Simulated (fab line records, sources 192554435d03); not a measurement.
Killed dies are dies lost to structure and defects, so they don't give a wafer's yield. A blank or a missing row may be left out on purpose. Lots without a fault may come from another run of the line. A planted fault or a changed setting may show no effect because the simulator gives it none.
A struck lot beside a sound one | flow n5_finfet | 19 steps out of a route of 1938
Sound: wafers L679.1, L679.2, L679.4. Struck: wafer L692.6. (L692.2, L692.5 of the same lot were not struck and are left out.) The cause comes at the end.
At each step with rows: each side's tool, then ch and its chambers, then its first start. Under that, the readings that differ: sound wafers | struck wafers | difference of the means | sigmas: that difference in standard deviations of wafers without a fault.
alike: readings whose means differ by less than 2 such deviations, and words and numbers that are the same on both sides. not compared: withheld readings, readings that some wafer has no value for, bounds like >300 that may hide the same value, and numbers for which the record gives no deviation and whose values overlap.
The two part at a step that has a row with sigmas, a row that says differs or no value, or rows on one side only. Numbers that don't overlap but have no deviation are shown without sigmas and don't part them. A reading that every wafer of one side lacks parts them only if that side has two wafers or more.

first, 2 steps without rows for these wafers: N5_HKMG_FIN_COAT_66 (time 60 s, resist thk 300 nm); N5_HKMG_FIN_ETCH_67 (etches SOC in N2/H2, stops on TiN, target depth 388.9 nm).
N5_HKMG_FIN_STRIP_90: strips SOC in N2/H2, time 20 s.
  sound on rie_diel-04 ch 0,1,3, day 4 09:43; struck on rie_diel-05 ch 3, day 7 16:44
  reading                | sound          | struck | difference | sigmas
  throttle_valve_pct (%) | 18.8 19.0 18.8 | 19.7   | +0.8       | +2
  alike: drypump_motor_current_A, h2_flow_sccm, oes_product_au, rf_vpp_V, showerhead_plenum_p_Torr
  not compared: rf_hours_counter_h
then, 4 steps without rows for these wafers: N5_HKMG_FIN_WET_ETCH_73 (etches the open film in SC1, time 42.3 s, target depth 1.3 nm, rinse time 30 s); N5_HKMG_FIN_ETCHBACK_68 (etches the open film in Cl2/Ar, stops on HfO2, target depth 0.5 nm); N5_HKMG_FIN_STRIP_69 (strips in N2/H2, time 360 s); N5_HKMG_FIN_ALD_21 (deposits TiN, target thk 1.5 nm, pulse time 1 s, purge time 3 s).
N5_HKMG_FIN_ALD_72: deposits W, target thk 2 nm, pulse time 1 s, purge time 2 s.
  sound on cvd_w-01 ch 0,1, day 4 10:45; struck on cvd_w-02 ch 0, day 7 17:55
  alike: heater_power_w, precursor_pulse_height_rel
  not compared: since_wet_clean_h
N5_HKMG_FIN_W_FILL_22: material W, target thk 60 nm, time 18.2 s.
  sound on cvd_w-01 ch 0,1, day 4 10:49; struck on cvd_w-02 ch 0, day 7 17:58
  alike: heater_power_w, throttle_valve_pct
  not compared: since_wet_clean_h
then, 2 steps without rows for these wafers: N5_HKMG_FIN_PRECLEAN_83 (cleans in DIW, time 57.5 s); N5_HKMG_FIN_SRD_84 (dry time 32 s).
N5_HKMG_FIN_CMP_23: polishes, stops on SiNx, t overpolish 10 s, target thk 46.326 nm.
  sound on cmp-01 ch 0,1,3, day 4 10:55; struck on cmp-01 ch 0, day 7 18:14
  alike: motor_current_A, overpolish_run_s, time_to_endpoint_s
N5_HKMG_FIN_CMP_94: polishes, stops on SiNx, t overpolish 4.7 s, target thk 43.299 nm.
  sound on cmp-01 ch 0,1,3, day 4 11:24; struck on cmp-01 ch 0, day 7 18:37
  reading                              | sound          | struck | difference | sigmas
  model.SiNx_of_SDB_ALD_29.thk_nm (nm) | 28.4 28.4 28.2 | 27.8   | -0.5       |
  alike: motor_current_A
N5_HKMG_FIN_INSPECT_28: inspects for defects (darkfield).
  sound on defect_inspect-01, day 4 11:38; struck on defect_inspect-02, day 7 18:48
  reading          | sound    | struck | difference | sigmas
  raw_defect_count | 63 56 75 | 16     | -49        | -3
then, 1 step without rows for these wafers: N5_GATE_CUT_ETCHBACK_00 (etches W in SF6/Cl2).
N5_GATE_CUT_ETCH_56: etches TiN in Cl2/Ar, target depth 21.6 nm.
  sound on rie_metal-03 ch 0,1, day 4 11:47; struck on rie_metal-02 ch 0, day 7 19:06
  reading                | sound             | struck | difference | sigmas
  mfc_cl2_sccm (sccm)    | 39.83 40.13 40.01 | 40.26  | +0.27      | +2
  throttle_valve_pct (%) | 21.04 20.90 20.91 | 21.26  | +0.31      | +2
  alike: drypump_motor_current_A, he_backside_leak_sccm, oes_product_au
  not compared: rf_hours_counter_h
N5_GATE_CUT_ETCHBACK_30: etches TiN in Cl2/Ar, target depth 3 nm.
  sound on rie_metal-03 ch 0,1, day 4 11:53; struck on rie_metal-02 ch 0, day 7 19:16
  reading                              | sound             | struck | difference | sigmas
  throttle_valve_pct (%)               | 21.02 20.91 20.89 | 21.23  | +0.29      | +2
  model.SiNx_of_SDB_ALD_29.thk_nm (nm) | 27.2 27.2 27.2    | 26.8   | -0.4       |
  alike: drypump_motor_current_A, he_backside_leak_sccm, mfc_cl2_sccm, oes_product_au
  not compared: rf_hours_counter_h
then, 1 step without rows for these wafers: N5_GATE_CUT_VAPOR_ETCH_60 (etches HfO2 in BCl3/Cl2).
N5_PASSIVATION_PROBE_49:
  the record has rows for the sound wafers here (prober-02, day 11 22:41) and none for the struck ones

WHERE THEY PART
First at N5_HKMG_FIN_STRIP_90; last, within this record, at N5_PASSIVATION_PROBE_49.

WHY: what the simulator had put in
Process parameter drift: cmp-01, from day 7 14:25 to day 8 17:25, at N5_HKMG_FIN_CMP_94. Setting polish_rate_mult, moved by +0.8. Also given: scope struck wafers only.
